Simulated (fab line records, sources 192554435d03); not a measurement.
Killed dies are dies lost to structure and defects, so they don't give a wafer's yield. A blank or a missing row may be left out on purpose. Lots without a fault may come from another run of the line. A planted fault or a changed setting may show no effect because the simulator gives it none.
fab line records | flow n5_finfet | part 1 of 2: steps 1 to 18 of 25
record lots=5 wafers=15 last_day=18
route steps=1938 shown BEOL_M8@1351
lots that met no fault: from a run of the same line without faults
start_h: hours from the record's first day to the start of the lot's first wafer shown | wait_h: hours since the lot's step before | " the same as in the row above | L1.1+2: a row that stands for several wafers | - no value, or no start given | * or withheld: withheld | < > ~ a bound
route shown NAME@n: a module of which the file shows steps, and the number in the route of the first | usual: mean/standard deviation of fault-free wafers | same: alike in all rows | chamber/n: place in a boat | sites: the reading at each site | _std_site: their standard deviation | _edge_site: outer sites' mean less inner sites' | radius_mm: how far each site lies from the wafer's centre | mask NAME#n: copy n | behind: the tool/chamber that last shaped the wafer | hold: why the lot was held/for how many hours/how that ended | device: the transistor (n, p or np) that didn't switch | end of line: the same wafers' tests at the end of the route | a step without rows: its recipe alone | killed: dies lost to structure and defects at the first sort, not the wafer's yield | map: a wafer's dies, x killed, . not, _ none there
set.NAME: the setting as run; set.NAME@STEP: as run at that earlier step | model.NAME: the simulator's own value behind a step, which no gauge read
lots at some steps of the route; a table a step, a row a wafer
services: from which hour (start_h, from the record's first day; less than 0 if before it) a tool's chamber was out of use, for how many hours, and why
## steps
# step N5_BEOL_M8_STRIP_68
# recipe chemistry=N2/H2 temp_c=40 n2_flow_sccm=200 h2_flow_sccm=200 rf_frequency_hz=6e+07
# columns lot.wafer tool chamber start_h wait_h
L086.1+4+5 rie_diel-04 2,1,0 272.51 0.1
L091.2+3+6 rie_diel-03 0,3,0 296.93 0.1
L096.3+5+6 rie_diel-06 1,2,3 342.91 0.1
L095.1+3+5 rie_diel-04 0,2,3 346.79 0.1
L097.1+3+6 rie_diel-03 3,1,1 351.85 0.1
# step N5_BEOL_M8_STRIP_67
# recipe chemistry=CF4 resist=SiARC power_w=300 bias_power_w=75 pressure_mtorr=50 cf4_flow_sccm=150 rf_frequency_hz=6e+07
# usual drypump_motor_current_A=5.5/0.37 oes_product_au=0.80/0.066 rf_vpp_V=271.3/1.5 showerhead_plenum_p_Torr=1.79/0.054 throttle_valve_pct=13.58/0.28
# columns lot.wafer tool chamber start_h wait_h drypump_motor_current_A oes_product_au rf_hours_counter_h rf_vpp_V showerhead_plenum_p_Torr throttle_valve_pct
L086.1 rie_diel-04 2 272.52 0.0 5.7 0.81 80 271.8 1.81 13.13
L086.4 " 1 " " 5.8 0.88 35 270.8 1.83 13.36
L086.5 " 0 " " 5.4 0.78 - 273.6 1.87 13.79
L091.2 rie_diel-03 0 296.94 0.0 5.1 0.81 87 269.9 1.74 13.64
L091.3 " 3 " " 5.7 0.89 43 271.5 1.83 13.72
L091.6 " 0 " " 5.1 0.81 - 269.9 1.75 13.62
L096.3 rie_diel-06 1 342.92 0.0 5.3 0.71 197 268.6 1.71 14.00
L096.5 " 2 " " 5.0 0.76 - 271.6 1.73 13.85
L096.6 " 3 " " 6.4 0.95 - 272.1 1.83 13.33
L095.1 rie_diel-04 0 346.80 0.0 5.4 0.75 122 273.4 1.87 13.86
L095.3 " 2 " " 5.7 0.79 105 270.4 1.80 13.19
L095.5 " 3 " " 5.5 0.81 - 272.4 1.81 13.21
L097.1 rie_diel-03 3 351.86 0.0 5.7 0.88 54 272.0 1.83 13.75
L097.3 " 1 " " 5.6 0.86 41 270.2 1.75 13.26
L097.6 " 1 " " 5.5 0.85 - 270.8 1.75 13.25
# step N5_BEOL_M8_HM_OPEN_17
# recipe chemistry=Cl2/BCl3 target_depth_a=200 overetch_a=60 target=TiN mask_material=SOC ion_energy_ev=150 pressure_mtorr=10 icp_w=1000 bias_w=126 Cl2_flow_sccm=53.25 bcl3_flow_sccm=21.75 Ar_flow_sccm=25
# usual drypump_motor_current_A=5.7/0.59 he_backside_leak_sccm=3.40/0.24 oes_product_au=0.68/0.09 throttle_valve_pct=21.97/0.17
# columns lot.wafer tool chamber start_h wait_h drypump_motor_current_A he_backside_leak_sccm oes_product_au rf_hours_counter_h throttle_valve_pct
L086.1 rie_metal-02 1 272.56 0.0 6.0 3.60 0.75 12 21.94
L086.4 " 1 " " 6.0 3.59 0.75 - 21.98
L086.5 " 0 " " 4.8 3.52 0.67 - 21.99
L091.2 rie_metal-01 1 296.98 0.0 5.2 3.17 0.65 45 21.82
L091.3 " 0 " " 6.5 3.54 0.54 - 22.11
L091.6 " 1 " " 5.2 3.12 0.67 - 21.81
L096.3 rie_metal-03 1 342.99 0.1 6.1 2.99 0.73 - 22.24
L096.5 " 0 " " 5.5 2.99 0.71 - 21.66
L096.6 " 1 " " 6.1 3.15 0.72 - 22.23
L095.1 rie_metal-02 1 346.84 0.0 6.0 3.61 0.72 17 21.98
L095.3 " 1 " " 6.0 3.67 0.72 - 21.99
L095.5 " 0 " " 4.8 3.56 0.65 - 22.01
L097.1 rie_metal-02 0 351.90 0.0 4.8 3.50 0.66 50 22.00
L097.3 " 0 " " 4.8 3.37 0.65 - 22.00
L097.6 " 1 " " 6.0 3.45 0.73 - 21.99
# step N5_BEOL_M8_STRIP_19
# recipe chemistry=O2 power_w=400 temp_c=40 pressure_mtorr=30 rf_frequency_hz=6e+07 bias_power_w=0 overash_fraction=0.2 o2_flow_sccm=225
# usual drypump_motor_current_A=5.53/0.29 oes_product_au=0.83/0.068 rf_vpp_V=3.6/0.59 showerhead_plenum_p_Torr=2.12/0.065 throttle_valve_pct=16.58/0.3
# columns lot.wafer tool chamber start_h wait_h drypump_motor_current_A oes_product_au rf_hours_counter_h rf_vpp_V showerhead_plenum_p_Torr throttle_valve_pct
L086.1 rie_diel-03 1 272.67 0.1 5.57 0.91 16 3.8 2.07 16.40
L086.4 " 0 " " 5.05 0.82 78 3.5 2.04 16.75
L086.5 " 2 " " 5.65 0.83 - 4.5 2.21 16.31
L091.2 rie_diel-03 0 297.11 0.1 5.06 0.81 87 3.5 2.04 16.78
L091.3 " 1 " " 5.56 0.89 26 4.1 2.06 16.44
L091.6 " 3 " " 5.69 0.90 - 4.3 2.13 16.83
L096.3 rie_diel-04 3 343.13 0.1 5.53 0.81 91 3.2 2.11 16.26
L096.5 " 0 " " 5.42 0.76 - 3.8 2.21 17.05
L096.6 " 3 " " 5.51 0.81 - 3.3 2.11 16.27
L095.1 rie_diel-06 2 347.15 0.3 5.03 0.75 153 3.9 2.00 16.88
L095.3 " 3 " " 6.51 0.95 8 3.6 2.14 16.44
L095.5 " 3 " " 6.49 0.96 - 3.7 2.14 16.45
L097.1 rie_diel-03 0 352.01 0.1 5.07 0.79 106 3.3 2.03 16.83
L097.3 " 1 " " 5.55 0.86 41 4.2 2.06 16.46
L097.6 " 0 " " 5.08 0.79 - 3.4 2.03 16.81
# step N5_BEOL_M8_CD_MEAS_18
# recipe pitch_nm=80 target_cd_nm=40
# usual cd_nm=40.0/0.47
# columns lot.wafer tool chamber start_h wait_h cd_nm
L086.1 cd_sem-01 - 272.74 0.0 40.6
L086.4 " - " " 40.4
L086.5 " - " " 39.6
L091.2 cd_sem-01 - 297.18 0.1 39.4
L091.3 " - " " 40.0
L091.6 " - " " 39.5
L096.3 cd_sem-03 - 343.20 0.1 39.4
L096.5 " - " " 39.8
L096.6 " - " " 39.0
L095.1 cd_sem-02 - 347.22 0.0 39.8
L095.3 " - " " 40.0
L095.5 " - " " 40.2
L097.1 cd_sem-03 - 352.08 0.0 40.6
L097.3 " - " " 40.6
L097.6 " - " " 40.4
# step N5_BEOL_M8_COAT_63
# recipe resist=SOC temp_c=250 time_s=60 spin_rpm=1500 resist_thk_nm=60
# usual chill_plate_temp_C=23.03/0.1 exhaust_pa=44.9/0.8 heater_power_total_W=500.5/1.8 spin_speed_rpm=1500.0/0.91
# columns lot.wafer tool chamber start_h wait_h chill_plate_temp_C exhaust_pa heater_power_total_W spin_speed_rpm
L086.1 litho_track-03 0 274.89 2.1 22.99 44.5 501.1 1500.5
L086.4 " 0 " " 22.86 44.3 502.5 1499.7
L086.5 " 0 " " 23.18 44.6 502.0 1499.4
L091.2 litho_track-04 0 298.50 1.3 23.00 45.9 499.5 1500.5
L091.3 " 0 " " 22.99 45.6 499.7 1502.3
L091.6 " 0 " " 23.16 45.6 499.5 1500.5
L096.3 litho_track-04 0 344.36 1.2 23.21 44.3 497.7 1498.5
L096.5 " 0 " " 23.03 43.9 500.4 1500.0
L096.6 " 0 " " 23.23 44.7 498.9 1499.4
L095.1 litho_track-04 0 348.70 1.5 23.03 44.3 502.2 1500.3
L095.3 " 0 " " 23.03 44.6 499.5 1501.6
L095.5 " 0 " " 22.99 45.7 499.3 1501.3
L097.1 litho_track-04 0 352.29 0.2 23.05 44.5 500.9 1500.5
L097.3 " 0 " " 23.00 44.8 501.4 1499.4
L097.6 " 0 " " 23.09 44.5 498.1 1502.0
# step N5_BEOL_M8_COAT_64
# recipe resist=SiARC temp_c=220 time_s=60 spin_rpm=1500 resist_thk_nm=12
# usual chill_plate_temp_C=22.98/0.11 exhaust_pa=45.0/0.91 heater_power_total_W=427.6/2.2 spin_speed_rpm=1499.9/0.93
# columns lot.wafer tool chamber start_h wait_h chill_plate_temp_C exhaust_pa heater_power_total_W spin_speed_rpm
L086.1 litho_track-03 0 - - 23.09 44.5 430.1 1499.5
L086.4 " 0 " " 23.04 43.7 429.5 1500.7
L086.5 " 0 " " 23.10 44.2 430.9 1499.1
L091.2 litho_track-04 0 - - 23.01 44.0 426.7 1499.0
L091.3 " 0 " " 22.91 43.3 430.9 1499.6
L091.6 " 0 " " 22.80 44.3 428.1 1500.5
L096.3 litho_track-04 0 - - 22.90 45.2 424.3 1498.8
L096.5 " 0 " " 22.94 45.5 424.5 1500.2
L096.6 " 0 " " 22.88 45.9 424.7 1499.4
L095.1 litho_track-04 0 - - 22.78 46.1 424.5 1499.2
L095.3 " 0 " " 22.96 46.0 429.2 1500.8
L095.5 " 0 " " 22.94 45.2 425.4 1499.2
L097.1 litho_track-04 0 - - 23.00 44.7 427.6 1499.5
L097.3 " 0 " " 23.29 45.7 426.9 1501.3
L097.6 " 0 " " 23.23 44.1 429.4 1501.2
# step N5_BEOL_M8_COAT_71
# recipe resist=underlayer temp_c=205 time_s=60 spin_rpm=1500 resist_thk_nm=5
# usual chill_plate_temp_C=23.03/0.1 exhaust_pa=44.9/0.96 heater_power_total_W=391.8/1.4 spin_speed_rpm=1499.8/0.94
# columns lot.wafer tool chamber start_h wait_h chill_plate_temp_C exhaust_pa heater_power_total_W spin_speed_rpm
L086.1 litho_track-03 0 - - 23.06 45.4 390.1 1498.5
L086.4 " 0 " " 23.17 45.1 393.2 1500.4
L086.5 " 0 " " 23.09 44.3 390.5 1500.8
L091.2 litho_track-04 0 - - 22.96 44.7 393.6 1500.1
L091.3 " 0 " " 23.06 44.4 390.7 1500.5
L091.6 " 0 " " 22.78 44.9 391.3 1499.6
L096.3 litho_track-04 0 - - 22.96 45.9 390.3 1500.2
L096.5 " 0 " " 22.85 44.5 391.5 1500.1
L096.6 " 0 " " 22.89 45.9 391.5 1499.9
L095.1 litho_track-04 0 - - 22.95 45.5 393.5 1501.6
L095.3 " 0 " " 23.05 46.0 393.8 1498.2
L095.5 " 0 " " 22.90 44.8 390.1 1498.8
L097.1 litho_track-04 0 - - 23.36 44.3 393.4 1500.2
L097.3 " 0 " " 23.18 44.2 392.8 1499.2
L097.6 " 0 " " 23.16 44.6 392.7 1500.2
# step N5_BEOL_M8_COAT_22
# recipe resist=CAR-EUV spin_rpm=1500 resist_thk_nm=30
# usual chill_plate_temp_C=22.98/0.11 exhaust_pa=45.0/0.92 spin_speed_rpm=1499.9/1
# columns lot.wafer tool chamber start_h wait_h chill_plate_temp_C exhaust_pa spin_speed_rpm
L086.1 litho_track-03 0 - - 22.96 43.8 1499.2
L086.4 " 0 " " 22.84 43.1 1497.9
L086.5 " 0 " " 22.98 44.3 1499.8
L091.2 litho_track-04 0 - - 23.04 45.2 1498.5
L091.3 " 0 " " 23.09 45.0 1497.6
L091.6 " 0 " " 23.06 44.6 1499.6
L096.3 litho_track-04 0 - - 22.95 43.5 1501.1
L096.5 " 0 " " 22.77 45.4 1500.5
L096.6 " 0 " " 22.82 43.4 1499.1
L095.1 litho_track-04 0 - - 23.07 46.9 1499.5
L095.3 " 0 " " 23.10 44.1 1500.0
L095.5 " 0 " " 23.11 45.1 1501.6
L097.1 litho_track-04 0 - - 22.97 44.5 1498.7
L097.3 " 0 " " 22.77 45.6 1500.3
L097.6 " 0 " " 22.87 44.9 1500.5
# step N5_BEOL_M8_EBR_24
# recipe solvent=PGMEA ebr_width_mm=1.5
# usual chill_plate_temp_C=23.00/0.12 exhaust_pa=44.9/0.89
# columns lot.wafer tool chamber start_h wait_h chill_plate_temp_C exhaust_pa
L086.1 litho_track-03 0 - - 23.01 44.2
L086.4 " 0 " " 23.03 44.2
L086.5 " 0 " " 23.05 43.9
L091.2 litho_track-04 0 - - 23.12 46.2
L091.3 " 0 " " 23.09 46.6
L091.6 " 0 " " 23.31 46.7
L096.3 litho_track-04 0 - - 23.02 44.2
L096.5 " 0 " " 22.72 45.1
L096.6 " 0 " " 22.91 44.7
L095.1 litho_track-04 0 - - 23.05 45.4
L095.3 " 0 " " 22.97 44.7
L095.5 " 0 " " 22.97 45.1
L097.1 litho_track-04 0 - - 22.78 45.2
L097.3 " 0 " " 23.05 45.2
L097.6 " 0 " " 22.98 45.1
# step N5_BEOL_M8_SOFTBAKE_23
# recipe temp_c=110 time_s=60 resist=CAR-EUV
# usual chill_plate_temp_C=22.99/0.12 exhaust_pa=45.0/0.98 heater_power_total_W=175.3/1.6
# columns lot.wafer tool chamber start_h wait_h chill_plate_temp_C exhaust_pa heater_power_total_W
L086.1 litho_track-03 0 - - 23.06 44.0 173.0
L086.4 " 0 " " 23.18 46.2 176.9
L086.5 " 0 " " 23.05 47.2 174.0
L091.2 litho_track-04 0 - - 22.93 46.1 176.5
L091.3 " 0 " " 22.76 44.8 176.4
L091.6 " 0 " " 22.98 45.0 176.8
L096.3 litho_track-04 0 - - 23.11 44.1 176.6
L096.5 " 0 " " 23.03 44.4 173.5
L096.6 " 0 " " 22.96 45.3 175.7
L095.1 litho_track-04 0 - - 22.76 44.0 177.2
L095.3 " 0 " " 22.81 45.7 175.6
L095.5 " 0 " " 22.78 44.7 175.6
L097.1 litho_track-04 0 - - 22.97 45.4 175.2
L097.3 " 0 " " 23.12 45.3 176.4
L097.6 " 0 " " 22.91 45.5 173.8
# step N5_BEOL_M8_EXPOSE_25
# recipe mask_id=V7 na=0.33 source_shape=annular sigma_inner=0.4 sigma_outer=0.8 polarization=unpolarized target_cd_nm=40 dose_mj=42.5
# columns lot.wafer tool chamber start_h wait_h mask
L086.1+4+5 euv_scanner-01 0 275.15 - V7#0
L091.2+3+6 euv_scanner-02 0 298.69 - V7#0
L096.3+5+6 euv_scanner-01 0 344.64 - V7#0
L095.1+3+5 euv_scanner-02 0 348.84 - V7#0
L097.1+3+6 euv_scanner-01 0 352.43 - V7#0
# step N5_BEOL_M8_PEB_26
# recipe peb_temp_c=100 peb_time_s=60 resist=CAR-EUV
# usual chill_plate_temp_C=22.98/0.12 exhaust_pa=45.0/0.91 heater_power_total_W=154.0/1.1
# columns lot.wafer tool chamber start_h wait_h chill_plate_temp_C exhaust_pa heater_power_total_W
L086.1 litho_track-01 0 275.22 0.1 22.87 46.2 155.4
L086.4 " 0 " " 22.82 46.2 154.3
L086.5 " 0 " " 22.89 46.8 155.1
L091.2 litho_track-01 0 298.75 0.1 23.11 45.7 154.3
L091.3 " 0 " " 23.11 46.1 155.2
L091.6 " 0 " " 22.99 46.8 154.7
L096.3 litho_track-03 0 344.69 0.0 23.05 45.8 154.2
L096.5 " 0 " " 23.11 46.0 155.7
L096.6 " 0 " " 22.99 46.0 155.1
L095.1 litho_track-03 0 348.90 0.1 23.12 46.1 152.7
L095.3 " 0 " " 22.97 46.7 155.4
L095.5 " 0 " " 22.95 46.2 153.7
L097.1 litho_track-01 0 352.50 0.1 23.00 43.8 155.3
L097.3 " 0 " " 23.04 44.7 154.4
L097.6 " 0 " " 22.98 44.7 152.8
# step N5_BEOL_M8_DEVELOP_27
# recipe develop_time_s=30 developer=TMAH resist=CAR-EUV rinse_liquid=surfactant_rinse dry=air_spin dev_temp_c=23
# usual chill_plate_temp_C=23.00/0.13 exhaust_pa=44.9/0.85
# same develop_time_s=30
# columns lot.wafer tool chamber start_h wait_h chill_plate_temp_C exhaust_pa
L086.1 litho_track-01 0 - - 22.89 44.1
L086.4 " 0 " " 22.85 44.9
L086.5 " 0 " " 23.04 44.3
L091.2 litho_track-01 0 - - 22.99 42.9
L091.3 " 0 " " 22.80 44.7
L091.6 " 0 " " 22.92 43.7
L096.3 litho_track-03 0 - - 22.97 45.4
L096.5 " 0 " " 23.09 45.2
L096.6 " 0 " " 23.00 44.7
L095.1 litho_track-03 0 - - 23.03 44.6
L095.3 " 0 " " 22.86 45.4
L095.5 " 0 " " 22.91 45.4
L097.1 litho_track-01 0 - - 23.00 46.3
L097.3 " 0 " " 23.07 45.4
L097.6 " 0 " " 23.02 45.4
# step N5_BEOL_M8_CD_MEAS_28
# recipe target_cd_nm=40 landing_energy_ev=500 detector=se_inlens
# usual cd_nm=40.04/0.25
# columns lot.wafer tool chamber start_h wait_h cd_nm
L086.1 cd_sem-03 0 275.28 - 39.76
L086.4 " 0 " " 39.80
L086.5 " 0 " " 39.73
L091.2 cd_sem-02 0 298.81 - 39.58
L091.3 " 0 " " 39.82
L091.6 " 0 " " 40.02
L096.3 cd_sem-01 0 344.76 - 40.11
L096.5 " 0 " " 39.76
L096.6 " 0 " " 40.35
L095.1 cd_sem-01 0 348.97 - 39.72
L095.3 " 0 " " 39.82
L095.5 " 0 " " 40.13
L097.1 cd_sem-03 0 352.56 - 39.91
L097.3 " 0 " " 39.98
L097.6 " 0 " " 39.82
# step N5_BEOL_M8_OVL_MEAS_29
# recipe points_per_wafer=522
# usual V7_OVL=0.2/0.67
# same points_per_wafer=522
# columns lot.wafer tool chamber start_h wait_h V7_OVL[nm]
L086.1 overlay-02 0 275.32 0.0 -0.4
L086.4 " 0 " " -0.7
L086.5 " 0 " " -0.5
L091.2 overlay-02 0 298.85 0.0 0.5
L091.3 " 0 " " 1.2
L091.6 " 0 " " 2.2
L096.3 overlay-01 0 344.80 0.0 0.3
L096.5 " 0 " " 1.0
L096.6 " 0 " " 0.3
L095.1 overlay-01 0 349.00 0.0 0.8
L095.3 " 0 " " 1.3
L095.5 " 0 " " 0.4
L097.1 overlay-01 0 352.59 0.0 -1.0
L097.3 " 0 " " -1.7
L097.6 " 0 " " -0.7
# step N5_BEOL_M8_INSPECT_30
# recipe mode=adi inspect_instrument=brightfield
# usual raw_defect_count=432/100
# columns lot.wafer tool chamber start_h wait_h raw_defect_count
L086.1 defect_inspect-02 - 275.37 0.1 565
L086.4 " - " " 510
L086.5 " - " " 597
L091.2 defect_inspect-01 - 298.90 0.0 456
L091.3 " - " " 565
L091.6 " - " " 335
L096.3 defect_inspect-02 - 344.85 0.0 467
L096.5 " - " " 417
L096.6 " - " " 367
L095.1 defect_inspect-01 - 349.07 0.1 670
L095.3 " - " " 383
L095.5 " - " " 469
L097.1 defect_inspect-01 - 352.65 0.1 386
L097.3 " - " " 386
L097.6 " - " " 490
# step N5_BEOL_M8_DESCUM_33
# recipe chemistry=O2 time_s=7 source_power_w=50 bias_power_w=20 pressure_mtorr=20 rf_frequency_hz=2.712e+07 temp_c=40 resist=CAR-EUV o2_flow_sccm=225
# usual drypump_motor_current_A=5.5/0.39 oes_product_au=0.82/0.078 rf_vpp_V=243.4/1.3 showerhead_plenum_p_Torr=2.10/0.073 throttle_valve_pct=20.4/0.3
# columns lot.wafer tool chamber start_h wait_h drypump_motor_current_A oes_product_au rf_hours_counter_h rf_vpp_V showerhead_plenum_p_Torr throttle_valve_pct
L086.1 rie_diel-04 1 275.41 0.0 5.8 0.88 36 244.8 2.13 20.3
L086.4 " 3 " " 5.5 0.85 69 244.8 2.12 20.0
L086.5 " 0 " " 5.4 0.79 - 244.9 2.21 20.8
L091.2 rie_diel-06 1 299.43 0.5 5.3 0.71 180 242.8 2.00 20.8
L091.3 " 2 " " 5.0 0.78 134 242.0 2.00 20.6
L091.6 " 3 " " 6.5 0.68 - 244.1 2.14 20.6
L096.3 rie_diel-06 2 344.88 0.0 5.0 0.76 152 242.3 2.00 20.6
L096.5 " 3 " " 6.5 0.95 - 244.0 2.13 20.3
L096.6 " 1 " " 5.3 0.70 - 240.8 1.99 20.8
L095.1 rie_diel-06 1 349.10 0.0 5.3 0.70 200 242.2 1.99 20.9
L095.3 " 2 " " 5.0 0.77 154 242.5 2.00 20.6
L095.5 " 1 " " 5.3 0.71 - 240.8 1.99 20.8
L097.1 rie_diel-06 3 352.69 0.0 6.5 0.94 9 244.7 2.13 20.2
L097.3 " 2 " " 5.0 0.76 155 242.3 2.00 20.6
L097.6 " 3 " " 6.5 0.95 - 243.1 2.13 20.3
